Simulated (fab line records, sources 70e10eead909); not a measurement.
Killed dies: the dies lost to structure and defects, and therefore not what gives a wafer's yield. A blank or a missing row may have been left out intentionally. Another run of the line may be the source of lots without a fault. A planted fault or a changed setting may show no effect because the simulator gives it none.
The tool behind it: which one? || flow nand-harc || 36 wafers from 12 lots sampled at 5 of the route's 1302 steps

== WHAT EACH GAUGE READ, for each wafer ==
NHARC_P_M2_INSPECT_11.
{"lot": "L075", "measured": "day 6 19:18", "on": "defect-inspect-01", "raw-defect-count": "2 5 6"}
{"lot": "L077", "measured": "day 7 10:16", "on": "defect-inspect-01", "raw-defect-count": "2 5 5"}
{"lot": "L079", "measured": "day 8 10:04", "on": "defect-inspect-02", "raw-defect-count": "5 4 7"}
{"lot": "L081", "measured": "day 9 02:38", "on": "defect-inspect-01", "raw-defect-count": "4 4 2"}
{"lot": "L083", "measured": "day 10 00:32", "on": "defect-inspect-02", "raw-defect-count": "6 10 7"}
{"lot": "L085", "measured": "day 11 01:07", "on": "defect-inspect-02", "raw-defect-count": "4 5 5"}
{"lot": "L087", "measured": "day 11 14:56", "on": "defect-inspect-02", "raw-defect-count": "3 2 4"}
{"lot": "L088", "measured": "day 12 13:44", "on": "defect-inspect-02", "raw-defect-count": "6 5 5"}
{"lot": "L091", "measured": "day 13 15:14", "on": "defect-inspect-02", "raw-defect-count": "4 2 1"}
{"lot": "L093", "measured": "day 14 06:30", "on": "defect-inspect-01", "raw-defect-count": "5 3 4"}
{"lot": "L094", "measured": "day 14 23:08", "on": "defect-inspect-02", "raw-defect-count": "3 2 6"}
{"lot": "L097", "measured": "day 16 07:58", "on": "defect-inspect-01", "raw-defect-count": "5 1 7"}

== TOOL THAT RAN EACH LOT (tool first, then ch and the chambers of the sampled wafers, then the start) ==
{"lot": "L075", "NHARC_P_M1_DESCUM_14": "rie-diel-07 ch 0,1,3, day 6 15:14", "NHARC_P_M1_ETCH_35": "rie-diel-07 ch 1,2,3, day 6 15:19", "NHARC_P_M1_ETCH_15": "rie-diel-07 ch 0,1,3, day 6 17:52 or earlier", "NHARC_P_M1_PRE_CLEAN_32": "pecvd-03 ch 0,1,2, day 6 17:52"}
{"lot": "L077", "NHARC_P_M1_DESCUM_14": "rie-diel-04 ch 0,2, day 7 05:44", "NHARC_P_M1_ETCH_35": "rie-diel-04 ch 0,1,2, day 7 05:49", "NHARC_P_M1_ETCH_15": "rie-diel-04 ch 0,1, day 7 08:50 or earlier", "NHARC_P_M1_PRE_CLEAN_32": "pecvd-03 ch 0,1, day 7 08:50"}
{"lot": "L079", "NHARC_P_M1_DESCUM_14": "rie-diel-04 ch 0,1,2, day 8 06:05", "NHARC_P_M1_ETCH_35": "rie-diel-04 ch 0,1,3, day 8 06:11", "NHARC_P_M1_ETCH_15": "rie-diel-04 ch 0,2,3, day 8 08:44 or earlier", "NHARC_P_M1_PRE_CLEAN_32": "pecvd-04 ch 0,1, day 8 08:44"}
{"lot": "L081", "NHARC_P_M1_DESCUM_14": "rie-diel-04 ch 0,2,3, day 8 22:32", "NHARC_P_M1_ETCH_35": "rie-diel-04 ch 1,3, day 8 22:37", "NHARC_P_M1_ETCH_15": "rie-diel-04 ch 0,1,3, day 9 01:11 or earlier", "NHARC_P_M1_PRE_CLEAN_32": "pecvd-01 ch 1,2, day 9 01:11"}
{"lot": "L083", "NHARC_P_M1_DESCUM_14": "rie-diel-07 ch 0,1,2, day 9 20:23", "NHARC_P_M1_ETCH_35": "rie-diel-07 ch 0,1,2, day 9 20:29", "NHARC_P_M1_ETCH_15": "rie-diel-07 ch 0,1,2, day 9 23:07 or earlier", "NHARC_P_M1_PRE_CLEAN_32": "pecvd-01 ch 0,1,2, day 9 23:07"}
{"lot": "L085", "NHARC_P_M1_DESCUM_14": "rie-diel-07 ch 1,2,3, day 10 20:40", "NHARC_P_M1_ETCH_35": "rie-diel-07 ch 1,3, day 10 20:45", "NHARC_P_M1_ETCH_15": "rie-diel-07 ch 1,2, day 10 23:40 or earlier", "NHARC_P_M1_PRE_CLEAN_32": "pecvd-03 ch 0,1, day 10 23:40"}
{"lot": "L087", "NHARC_P_M1_DESCUM_14": "rie-diel-07 ch 0,2,3, day 11 10:51", "NHARC_P_M1_ETCH_35": "rie-diel-07 ch 1,2,3, day 11 10:56", "NHARC_P_M1_ETCH_15": "rie-diel-07 ch 0,2,3, day 11 13:29 or earlier", "NHARC_P_M1_PRE_CLEAN_32": "pecvd-04 ch 0,1,2, day 11 13:29"}
{"lot": "L088", "NHARC_P_M1_DESCUM_14": "rie-diel-07 ch 0,3, day 12 09:38", "NHARC_P_M1_ETCH_35": "rie-diel-07 ch 0,1,3, day 12 09:44", "NHARC_P_M1_ETCH_15": "rie-diel-07 ch 0,1,3, day 12 12:17 or earlier", "NHARC_P_M1_PRE_CLEAN_32": "pecvd-03 ch 0,1, day 12 12:17"}
{"lot": "L091", "NHARC_P_M1_DESCUM_14": "rie-diel-04 ch 2,3, day 13 11:08", "NHARC_P_M1_ETCH_35": "rie-diel-04 ch 0,3, day 13 11:14", "NHARC_P_M1_ETCH_15": "rie-diel-04 ch 0,2,3, day 13 13:48 or earlier", "NHARC_P_M1_PRE_CLEAN_32": "pecvd-03 ch 0,1,2, day 13 13:48"}
{"lot": "L093", "NHARC_P_M1_DESCUM_14": "rie-diel-07 ch 0,3, day 14 02:23", "NHARC_P_M1_ETCH_35": "rie-diel-07 ch 0,3, day 14 02:28", "NHARC_P_M1_ETCH_15": "rie-diel-07 ch 1,3, day 14 05:04 or earlier", "NHARC_P_M1_PRE_CLEAN_32": "pecvd-04 ch 0,1,2, day 14 05:04"}
{"lot": "L094", "NHARC_P_M1_DESCUM_14": "rie-diel-07 ch 0,2,3, day 14 18:52", "NHARC_P_M1_ETCH_35": "rie-diel-07 ch 0,2,3, day 14 18:58", "NHARC_P_M1_ETCH_15": "rie-diel-07 ch 1,2,3, day 14 21:32 or earlier", "NHARC_P_M1_PRE_CLEAN_32": "pecvd-03 ch 1,2, day 14 21:32"}
{"lot": "L097", "NHARC_P_M1_DESCUM_14": "rie-diel-07 ch 0,1,3, day 16 01:31", "NHARC_P_M1_ETCH_35": "rie-diel-07 ch 0,3, day 16 01:35", "NHARC_P_M1_ETCH_15": "rie-diel-07 ch 1,2,3, day 16 04:14 or earlier", "NHARC_P_M1_PRE_CLEAN_32": "pecvd-01 ch 0,2, day 16 04:14"}
- NHARC_P_M1_DESCUM_14: chemistry O2, time 3 s.
- NHARC_P_M1_ETCH_35: etches the open film in N2/H2, target depth 40 nm, overetch 12 nm, time 43.94 s.
- NHARC_P_M1_ETCH_15: etches the open film in C4F8/Ar, target depth 182.5 nm, time 91.2 s.
- NHARC_P_M1_PRE_CLEAN_32: time 12 s.

== THE ANSWER, worked out from the rows above alone ==
Rule: what is usual is taken from the lots themselves. Put in order of their means at a reading, lots are off if they are a third of the lots or fewer, leave a main group of 4 or more, and stand apart from it by a gap of 3 or more times the standard deviation of the main group's means; of several such gaps the widest counts. If all means in a main group match to the digits the tables above print for the reading, that group is not used. Also off: a lot with no number at a reading for which 4 or more lots have one. The other lots that the step has rows for count as sound.
Across all readings shown, no lot is off: no conclusion can be drawn from this.

== WHAT WAS PUT IN BY THE SIMULATOR ==
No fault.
